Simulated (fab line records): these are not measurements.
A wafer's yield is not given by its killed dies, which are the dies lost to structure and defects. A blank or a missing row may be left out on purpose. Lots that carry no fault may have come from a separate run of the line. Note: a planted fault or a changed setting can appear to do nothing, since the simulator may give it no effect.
Matching of chambers ; flow n5 finfet ; ald sin-01 running N5_SDB_ALD_29: 4 sister chambers
The step deposits SiNx, target thk 30 nm, pulse time 1 s, ald cycles 600. 8 wafers are shown with their chamber, then 9 later ones without.

## WAFERS, EACH WITH ITS CHAMBER
wafer;chamber;heater power w (W);precursor pulse height rel
L075.6;0;810;0.963
L076.4;0;797;1.004
L076.5;1;995;0.956
L082.4;3;918;1.004
L082.5;3;910;1.033
L086.1;1;997;1.004
L086.4;2;1035;1.037
L086.5;2;1052;1.009

## WAFERS MISSING THEIR CHAMBER
wafer;heater power w (W);precursor pulse height rel
L088.1;1000;0.999
L088.2;1055;1.016
L088.6;1029;1.002
L091.1;1062;0.954
L091.4;935;1.009
L091.6;1075;0.971
L095.2;925;0.984
L095.3;749;1.012
L095.6;722;1.007

## WHICH CHAMBER EACH WENT THROUGH
wafer;from the rows above;in truth
L088.1;1;1
L088.2;2;2
L088.6;2;2
L091.1;2;2
L091.4;3;3
L091.6;2;2
L095.2;3;3
L095.3;0;0
L095.6;0;0
Placed correctly: 9 of 9. Left unplaced by these rows: 0. Number placed wrongly: 0.
How it was worked out, from the rows above alone: a wafer's distance from a chamber is the root of the sum, over the readings, of the square of ((its reading less the chamber's mean) divided by the reading's scatter). If the next closest chamber is less than 2 further off than the closest, the wafer can't be placed; otherwise it belongs to the closest. The mean given for a chamber averages the wafers shown for that chamber. The scatter: the root of (the sum of the squares of (reading less its chamber's mean) over the shown wafers, divided by (wafers less chambers)).
